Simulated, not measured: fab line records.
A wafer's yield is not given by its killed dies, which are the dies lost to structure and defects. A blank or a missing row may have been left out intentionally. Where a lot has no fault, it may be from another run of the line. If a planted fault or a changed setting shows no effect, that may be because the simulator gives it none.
Which tool was responsible? / flow nandHarc / Sampling: 15 lots, 45 wafers, 4 of 1159 route steps

== WHAT THE GAUGES SHOWED, per wafer ==
The record lacks any reading of a measuring or inspecting step that a usual standard deviation could be used to judge.

== WHAT TOOL EACH LOT RAN ON (gives the tool, then ch and the chambers of the sampled wafers, and finally the start) ==
lot=L854; NHARC_A_CONTACT_ETCH_106=rieDiel-03 ch 1,2, day 16 09:22; NHARC_A_CONTACT_STRIP_82=rieDiel-03 ch 1,2,3, day 16 13:41 or earlier; NHARC_A_CONTACT_EXPOSE_05=arfiScanner-03 ch 0, day 16 13:41; NHARC_A_CONTACT_DESCUM_13=rieDiel-03 ch 0,1,2, day 16 14:03
lot=L855; NHARC_A_CONTACT_ETCH_106=rieDiel-06 ch 0,1,3, day 16 18:49; NHARC_A_CONTACT_STRIP_82=rieDiel-06 ch 0,1, day 16 23:41 or earlier; NHARC_A_CONTACT_EXPOSE_05=arfiScanner-02 ch 0, day 16 23:41; NHARC_A_CONTACT_DESCUM_13=rieDiel-03 ch 0,2, day 17 00:02
lot=L857; NHARC_A_CONTACT_ETCH_106=rieDiel-06 ch 0,2, day 17 01:41; NHARC_A_CONTACT_STRIP_82=rieDiel-06 ch 1,2,3, day 17 04:12 or earlier; NHARC_A_CONTACT_EXPOSE_05=arfiScanner-01 ch 0, day 17 04:12; NHARC_A_CONTACT_DESCUM_13=rieDiel-06 ch 0,1, day 17 04:31
lot=L856; NHARC_A_CONTACT_ETCH_106=rieDiel-06 ch 1,2,3, day 17 10:06; NHARC_A_CONTACT_STRIP_82=rieDiel-06 ch 0,1,2, day 17 12:50 or earlier; NHARC_A_CONTACT_EXPOSE_05=arfiScanner-03 ch 0, day 17 12:50; NHARC_A_CONTACT_DESCUM_13=rieDiel-06 ch 0,1,3, day 17 13:22
lot=L859; NHARC_A_CONTACT_ETCH_106=rieDiel-06 ch 0,3, day 17 16:03; NHARC_A_CONTACT_STRIP_82=rieDiel-06 ch 2,3, day 17 18:24 or earlier; NHARC_A_CONTACT_EXPOSE_05=arfiScanner-03 ch 0, day 17 18:24; NHARC_A_CONTACT_DESCUM_13=rieDiel-06 ch 1,3, day 17 18:44
lot=L858; NHARC_A_CONTACT_ETCH_106=rieDiel-08 ch 1,2,3, day 17 17:41; NHARC_A_CONTACT_STRIP_82=rieDiel-08 ch 0,2, day 17 21:08 or earlier; NHARC_A_CONTACT_EXPOSE_05=arfiScanner-02 ch 0, day 17 21:08; NHARC_A_CONTACT_DESCUM_13=rieDiel-03 ch 1,2, day 17 21:28
lot=L860; NHARC_A_CONTACT_ETCH_106=rieDiel-08 ch 0,1,2, day 17 21:20; NHARC_A_CONTACT_STRIP_82=rieDiel-08 ch 0,1,2, day 17 23:44 or earlier; NHARC_A_CONTACT_EXPOSE_05=arfiScanner-02 ch 0, day 17 23:44; NHARC_A_CONTACT_DESCUM_13=rieDiel-03 ch 0,2,3, day 18 00:05
lot=L861; NHARC_A_CONTACT_ETCH_106=rieDiel-08 ch 0,1,3, day 18 13:29; NHARC_A_CONTACT_STRIP_82=rieDiel-08 ch 0,2,3, day 18 15:58 or earlier; NHARC_A_CONTACT_EXPOSE_05=arfiScanner-01 ch 0, day 18 15:58; NHARC_A_CONTACT_DESCUM_13=rieDiel-03 ch 0,1,2, day 18 16:18
lot=L862; NHARC_A_CONTACT_ETCH_106=rieDiel-06 ch 2,3, day 19 03:08; NHARC_A_CONTACT_STRIP_82=rieDiel-06 ch 0,1,2, day 19 05:42 or earlier; NHARC_A_CONTACT_EXPOSE_05=arfiScanner-03 ch 0, day 19 05:42; NHARC_A_CONTACT_DESCUM_13=rieDiel-06 ch 0,3, day 19 06:02
lot=L865; NHARC_A_CONTACT_ETCH_106=rieDiel-08 ch 2,3, day 19 14:27; NHARC_A_CONTACT_STRIP_82=rieDiel-08 ch 1,3, day 19 18:19 or earlier; NHARC_A_CONTACT_EXPOSE_05=arfiScanner-01 ch 0, day 19 18:19; NHARC_A_CONTACT_DESCUM_13=rieDiel-03 ch 2,3, day 19 18:39
lot=L863; NHARC_A_CONTACT_ETCH_106=rieDiel-06 ch 0,2,3, day 19 19:12; NHARC_A_CONTACT_STRIP_82=rieDiel-06 ch 1,2,3, day 19 23:47 or earlier; NHARC_A_CONTACT_EXPOSE_05=arfiScanner-02 ch 0, day 19 23:47; NHARC_A_CONTACT_DESCUM_13=rieDiel-06 ch 2,3, day 20 00:07
lot=L867; NHARC_A_CONTACT_ETCH_106=rieDiel-03 ch 1,2,3, day 20 04:46; NHARC_A_CONTACT_STRIP_82=rieDiel-03 ch 0,1,2, day 20 09:38 or earlier; NHARC_A_CONTACT_EXPOSE_05=arfiScanner-02, day 20 09:38; NHARC_A_CONTACT_DESCUM_13=rieDiel-08 ch 0,1, day 20 09:58
lot=L868; NHARC_A_CONTACT_ETCH_106=rieDiel-08 ch 1,3, day 20 08:36; NHARC_A_CONTACT_STRIP_82=rieDiel-08 ch 0,1, day 20 11:02 or earlier; NHARC_A_CONTACT_EXPOSE_05=arfiScanner-02, day 20 11:02; NHARC_A_CONTACT_DESCUM_13=rieDiel-06 ch 0,1,3, day 20 11:22
lot=L869; NHARC_A_CONTACT_ETCH_106=rieDiel-08 ch 0,1,3, day 20 11:28; NHARC_A_CONTACT_STRIP_82=rieDiel-08 ch 0,1, day 20 14:37 or earlier; NHARC_A_CONTACT_EXPOSE_05=arfiScanner-03, day 20 14:37; NHARC_A_CONTACT_DESCUM_13=rieDiel-08 ch 1,3, day 20 14:56
lot=L877; NHARC_A_CONTACT_ETCH_106=rieDiel-06 ch 0,1, day 22 14:43; NHARC_A_CONTACT_STRIP_82=rieDiel-06 ch 1,2,3, day 22 18:55 or earlier; NHARC_A_CONTACT_EXPOSE_05=arfiScanner-02 ch 0, day 22 18:55; NHARC_A_CONTACT_DESCUM_13=rieDiel-08 ch 2,3, day 22 19:14
- NHARC_A_CONTACT_ETCH_106: etches the open film in CF4/O2, target depth 60 nm, overetch 6 nm, time 33 s.
- NHARC_A_CONTACT_STRIP_82: strips in O2.
- NHARC_A_CONTACT_EXPOSE_05: exposes mask A CC.
- NHARC_A_CONTACT_DESCUM_13: chemistry O2, time 3 s.

== WHAT THE TOOLS THEMSELVES READ (means of the sampled wafers that have a number; where no wafer has one, the mark that the record gives instead) ==
NHARC_A_CONTACT_ETCH_106. Usual: drypumpMotorCurrentA 5.9 A, standard deviation 0.38; oesProductAu 1.004 a.u., standard deviation 0.01; rfVppV 197.1 V, standard deviation 1.1; showerheadPlenumPTorr 1.30 Torr, standard deviation 0.036; throttleValvePct 13.397 %, standard deviation 0.0087.
lot=L854; tool=rieDiel-03; drypumpMotorCurrentA (A)=5.7; oesProductAu (a.u.)=1.002; rfVppV (V)=196.0; showerheadPlenumPTorr (Torr)=1.27; throttleValvePct (%)=13.395; flag=
lot=L855; tool=rieDiel-06; drypumpMotorCurrentA (A)=5.8; oesProductAu (a.u.)=1.006; rfVppV (V)=197.3; showerheadPlenumPTorr (Torr)=1.32; throttleValvePct (%)=13.399; flag=
lot=L857; tool=rieDiel-06; drypumpMotorCurrentA (A)=6.3; oesProductAu (a.u.)=1.001; rfVppV (V)=197.3; showerheadPlenumPTorr (Torr)=1.30; throttleValvePct (%)=13.399; flag=
lot=L856; tool=rieDiel-06; drypumpMotorCurrentA (A)=6.0; oesProductAu (a.u.)=1.001; rfVppV (V)=198.5; showerheadPlenumPTorr (Torr)=1.33; throttleValvePct (%)=13.404; flag=
lot=L859; tool=rieDiel-06; drypumpMotorCurrentA (A)=5.8; oesProductAu (a.u.)=1.002; rfVppV (V)=197.8; showerheadPlenumPTorr (Torr)=1.34; throttleValvePct (%)=13.396; flag=
lot=L858; tool=rieDiel-08; drypumpMotorCurrentA (A)=6.0; oesProductAu (a.u.)=1.006; rfVppV (V)=197.5; showerheadPlenumPTorr (Torr)=1.31; throttleValvePct (%)=13.399; flag=
lot=L860; tool=rieDiel-08; drypumpMotorCurrentA (A)=6.2; oesProductAu (a.u.)=0.999; rfVppV (V)=196.6; showerheadPlenumPTorr (Torr)=1.29; throttleValvePct (%)=13.394; flag=
lot=L861; tool=rieDiel-08; drypumpMotorCurrentA (A)=5.9; oesProductAu (a.u.)=1.000; rfVppV (V)=197.3; showerheadPlenumPTorr (Torr)=1.27; throttleValvePct (%)=13.389; flag=
lot=L862; tool=rieDiel-06; drypumpMotorCurrentA (A)=5.9; oesProductAu (a.u.)=0.995; rfVppV (V)=198.8; showerheadPlenumPTorr (Torr)=1.34; throttleValvePct (%)=13.397; flag=
lot=L865; tool=rieDiel-08; drypumpMotorCurrentA (A)=6.1; oesProductAu (a.u.)=0.997; rfVppV (V)=197.1; showerheadPlenumPTorr (Torr)=1.33; throttleValvePct (%)=13.403; flag=
lot=L863; tool=rieDiel-06; drypumpMotorCurrentA (A)=6.0; oesProductAu (a.u.)=1.003; rfVppV (V)=196.5; showerheadPlenumPTorr (Torr)=1.32; throttleValvePct (%)=13.399; flag=
lot=L867; tool=rieDiel-03; drypumpMotorCurrentA (A)=5.6; oesProductAu (a.u.)=1.007; rfVppV (V)=197.2; showerheadPlenumPTorr (Torr)=1.27; throttleValvePct (%)=13.405; flag=
lot=L868; tool=rieDiel-08; drypumpMotorCurrentA (A)=5.7; oesProductAu (a.u.)=0.997; rfVppV (V)=197.2; showerheadPlenumPTorr (Torr)=1.28; throttleValvePct (%)=13.398; flag=
lot=L869; tool=rieDiel-08; drypumpMotorCurrentA (A)=5.9; oesProductAu (a.u.)=0.994; rfVppV (V)=196.7; showerheadPlenumPTorr (Torr)=1.27; throttleValvePct (%)=13.384; flag=
lot=L877; tool=rieDiel-06; drypumpMotorCurrentA (A)=5.9; oesProductAu (a.u.)=1.014; rfVppV (V)=196.2; showerheadPlenumPTorr (Torr)=1.30; throttleValvePct (%)=13.405; flag=

NHARC_A_CONTACT_STRIP_82. Usual: drypumpMotorCurrentA 5.9 A, standard deviation 0.38; oesProductAu 1.005 a.u., standard deviation 0.013; rfVppV 57.4 V, standard deviation 0.89; showerheadPlenumPTorr 3.43 Torr, standard deviation 0.086; throttleValvePct 17.037 %, standard deviation 0.0086.
lot=L854; tool=rieDiel-03; drypumpMotorCurrentA (A)=5.6; oesProductAu (a.u.)=1.004; rfVppV (V)=57.8; showerheadPlenumPTorr (Torr)=3.39; throttleValvePct (%)=17.030; flag=
lot=L855; tool=rieDiel-06; drypumpMotorCurrentA (A)=5.8; oesProductAu (a.u.)=1.007; rfVppV (V)=57.9; showerheadPlenumPTorr (Torr)=3.46; throttleValvePct (%)=17.036; flag=
lot=L857; tool=rieDiel-06; drypumpMotorCurrentA (A)=6.0; oesProductAu (a.u.)=0.996; rfVppV (V)=57.2; showerheadPlenumPTorr (Torr)=3.51; throttleValvePct (%)=17.040; flag=
lot=L856; tool=rieDiel-06; drypumpMotorCurrentA (A)=6.1; oesProductAu (a.u.)=1.005; rfVppV (V)=57.2; showerheadPlenumPTorr (Torr)=3.46; throttleValvePct (%)=17.026; flag=
lot=L859; tool=rieDiel-06; drypumpMotorCurrentA (A)=6.2; oesProductAu (a.u.)=0.990; rfVppV (V)=58.2; showerheadPlenumPTorr (Torr)=3.51; throttleValvePct (%)=17.031; flag=
lot=L858; tool=rieDiel-08; drypumpMotorCurrentA (A)=6.3; oesProductAu (a.u.)=0.996; rfVppV (V)=58.2; showerheadPlenumPTorr (Torr)=3.39; throttleValvePct (%)=17.028; flag=
lot=L860; tool=rieDiel-08; drypumpMotorCurrentA (A)=6.2; oesProductAu (a.u.)=1.007; rfVppV (V)=58.0; showerheadPlenumPTorr (Torr)=3.42; throttleValvePct (%)=17.031; flag=
lot=L861; tool=rieDiel-08; drypumpMotorCurrentA (A)=6.1; oesProductAu (a.u.)=0.993; rfVppV (V)=57.3; showerheadPlenumPTorr (Torr)=3.43; throttleValvePct (%)=17.036; flag=
lot=L862; tool=rieDiel-06; drypumpMotorCurrentA (A)=6.1; oesProductAu (a.u.)=1.012; rfVppV (V)=57.2; showerheadPlenumPTorr (Torr)=3.46; throttleValvePct (%)=17.044; flag=
lot=L865; tool=rieDiel-08; drypumpMotorCurrentA (A)=5.7; oesProductAu (a.u.)=0.994; rfVppV (V)=57.4; showerheadPlenumPTorr (Torr)=3.40; throttleValvePct (%)=17.035; flag=
lot=L863; tool=rieDiel-06; drypumpMotorCurrentA (A)=6.0; oesProductAu (a.u.)=1.021; rfVppV (V)=57.6; showerheadPlenumPTorr (Torr)=3.51; throttleValvePct (%)=17.046; flag=
lot=L867; tool=rieDiel-03; drypumpMotorCurrentA (A)=6.0; oesProductAu (a.u.)=1.011; rfVppV (V)=56.7; showerheadPlenumPTorr (Torr)=3.32; throttleValvePct (%)=17.035; flag=
lot=L868; tool=rieDiel-08; drypumpMotorCurrentA (A)=6.0; oesProductAu (a.u.)=1.003; rfVppV (V)=57.4; showerheadPlenumPTorr (Torr)=3.36; throttleValvePct (%)=17.036; flag=
lot=L869; tool=rieDiel-08; drypumpMotorCurrentA (A)=6.0; oesProductAu (a.u.)=0.998; rfVppV (V)=57.4; showerheadPlenumPTorr (Torr)=3.36; throttleValvePct (%)=17.034; flag=
lot=L877; tool=rieDiel-06; drypumpMotorCurrentA (A)=5.9; oesProductAu (a.u.)=1.008; rfVppV (V)=57.7; showerheadPlenumPTorr (Torr)=3.50; throttleValvePct (%)=17.031; flag=

NHARC_A_CONTACT_EXPOSE_05. Usual: exposureDoseMJCm2 84.22, standard deviation 0.088; focusOffsetNm 0.1 nm, standard deviation 0.58.
lot=L854; tool=arfiScanner-03; exposureDoseMJCm2=84.23; focusOffsetNm (nm)=0.5; flag=
lot=L855; tool=arfiScanner-02; exposureDoseMJCm2=84.16; focusOffsetNm (nm)=-0.4; flag=
lot=L857; tool=arfiScanner-01; exposureDoseMJCm2=84.17; focusOffsetNm (nm)=-0.2; flag=
lot=L856; tool=arfiScanner-03; exposureDoseMJCm2=84.25; focusOffsetNm (nm)=-0.1; flag=
lot=L859; tool=arfiScanner-03; exposureDoseMJCm2=84.15; focusOffsetNm (nm)=0.1; flag=
lot=L858; tool=arfiScanner-02; exposureDoseMJCm2=84.16; focusOffsetNm (nm)=0.3; flag=
lot=L860; tool=arfiScanner-02; exposureDoseMJCm2=84.28; focusOffsetNm (nm)=-0.9; flag=
lot=L861; tool=arfiScanner-01; exposureDoseMJCm2=84.15; focusOffsetNm (nm)=0.2; flag=
lot=L862; tool=arfiScanner-03; exposureDoseMJCm2=84.25; focusOffsetNm (nm)=0.3; flag=
lot=L865; tool=arfiScanner-01; exposureDoseMJCm2=84.14; focusOffsetNm (nm)=0.0; flag=
lot=L863; tool=arfiScanner-02; exposureDoseMJCm2=84.18; focusOffsetNm (nm)=0.8; flag=
lot=L867; tool=arfiScanner-02; exposureDoseMJCm2=-; focusOffsetNm (nm)=-; flag=OFF
lot=L868; tool=arfiScanner-02; exposureDoseMJCm2=-; focusOffsetNm (nm)=-; flag=OFF
lot=L869; tool=arfiScanner-03; exposureDoseMJCm2=-; focusOffsetNm (nm)=-; flag=OFF
lot=L877; tool=arfiScanner-02; exposureDoseMJCm2=84.37; focusOffsetNm (nm)=-0.4; flag=

NHARC_A_CONTACT_DESCUM_13. Usual: drypumpMotorCurrentA 5.9 A, standard deviation 0.38; oesProductAu 1.006 a.u., standard deviation 0.011; rfVppV 57.5 V, standard deviation 0.93; showerheadPlenumPTorr 1.85 Torr, standard deviation 0.052; throttleValvePct 11.312 %, standard deviation 0.0091.
lot=L854; tool=rieDiel-03; drypumpMotorCurrentA (A)=6.0; oesProductAu (a.u.)=1.005; rfVppV (V)=56.9; showerheadPlenumPTorr (Torr)=1.80; throttleValvePct (%)=11.313; flag=
lot=L855; tool=rieDiel-03; drypumpMotorCurrentA (A)=6.2; oesProductAu (a.u.)=1.005; rfVppV (V)=57.5; showerheadPlenumPTorr (Torr)=1.79; throttleValvePct (%)=11.315; flag=
lot=L857; tool=rieDiel-06; drypumpMotorCurrentA (A)=5.9; oesProductAu (a.u.)=1.013; rfVppV (V)=57.8; showerheadPlenumPTorr (Torr)=1.86; throttleValvePct (%)=11.314; flag=
lot=L856; tool=rieDiel-06; drypumpMotorCurrentA (A)=5.8; oesProductAu (a.u.)=1.006; rfVppV (V)=57.3; showerheadPlenumPTorr (Torr)=1.89; throttleValvePct (%)=11.305; flag=
lot=L859; tool=rieDiel-06; drypumpMotorCurrentA (A)=5.7; oesProductAu (a.u.)=1.005; rfVppV (V)=57.4; showerheadPlenumPTorr (Torr)=1.93; throttleValvePct (%)=11.312; flag=
lot=L858; tool=rieDiel-03; drypumpMotorCurrentA (A)=5.7; oesProductAu (a.u.)=1.005; rfVppV (V)=57.3; showerheadPlenumPTorr (Torr)=1.81; throttleValvePct (%)=11.313; flag=
lot=L860; tool=rieDiel-03; drypumpMotorCurrentA (A)=5.8; oesProductAu (a.u.)=1.015; rfVppV (V)=56.8; showerheadPlenumPTorr (Torr)=1.81; throttleValvePct (%)=11.313; flag=
lot=L861; tool=rieDiel-03; drypumpMotorCurrentA (A)=6.0; oesProductAu (a.u.)=1.014; rfVppV (V)=57.1; showerheadPlenumPTorr (Torr)=1.80; throttleValvePct (%)=11.308; flag=
lot=L862; tool=rieDiel-06; drypumpMotorCurrentA (A)=5.9; oesProductAu (a.u.)=1.007; rfVppV (V)=57.8; showerheadPlenumPTorr (Torr)=1.88; throttleValvePct (%)=11.306; flag=
lot=L865; tool=rieDiel-03; drypumpMotorCurrentA (A)=5.4; oesProductAu (a.u.)=1.019; rfVppV (V)=57.8; showerheadPlenumPTorr (Torr)=1.83; throttleValvePct (%)=11.314; flag=
lot=L863; tool=rieDiel-06; drypumpMotorCurrentA (A)=6.3; oesProductAu (a.u.)=0.999; rfVppV (V)=57.4; showerheadPlenumPTorr (Torr)=1.90; throttleValvePct (%)=11.307; flag=
lot=L867; tool=rieDiel-08; drypumpMotorCurrentA (A)=6.0; oesProductAu (a.u.)=0.995; rfVppV (V)=57.5; showerheadPlenumPTorr (Torr)=1.81; throttleValvePct (%)=11.314; flag=
lot=L868; tool=rieDiel-06; drypumpMotorCurrentA (A)=5.8; oesProductAu (a.u.)=1.004; rfVppV (V)=57.9; showerheadPlenumPTorr (Torr)=1.89; throttleValvePct (%)=11.313; flag=
lot=L869; tool=rieDiel-08; drypumpMotorCurrentA (A)=5.8; oesProductAu (a.u.)=0.998; rfVppV (V)=57.3; showerheadPlenumPTorr (Torr)=1.83; throttleValvePct (%)=11.306; flag=
lot=L877; tool=rieDiel-08; drypumpMotorCurrentA (A)=5.8; oesProductAu (a.u.)=1.004; rfVppV (V)=57.5; showerheadPlenumPTorr (Torr)=1.86; throttleValvePct (%)=11.309; flag=

== THE ANSWER, worked out from the rows above alone ==
Rule: lot off if the mean of its wafers having a number is beyond 3 standard deviations from the usual mean. A lot without any number at a reading at which 4 lots or more have one is off too. The other lots that the step has rows for count as sound. First the gauges in route order, then the tools' own readings, where a lot's mean is used as printed above. The first step at which some lot is off is used, and at that step the reading that is off furthest; a lot without a number counts as furthest.
Off, at NHARC_A_CONTACT_EXPOSE_05 on exposureDoseMJCm2: L867, L868, L869. Without a number there: L867, L868, L869.
If a tool, at that step or one of the process steps before it, ran each lot that is off and ran no sound lot following the first of them, it fits. NHARC_A_CONTACT_STRIP_82: start missing for some lots; hours and lot order therefore follow NHARC_A_CONTACT_EXPOSE_05. None of those tried fits.

== WHAT THE SIMULATOR HAD PUT IN ==
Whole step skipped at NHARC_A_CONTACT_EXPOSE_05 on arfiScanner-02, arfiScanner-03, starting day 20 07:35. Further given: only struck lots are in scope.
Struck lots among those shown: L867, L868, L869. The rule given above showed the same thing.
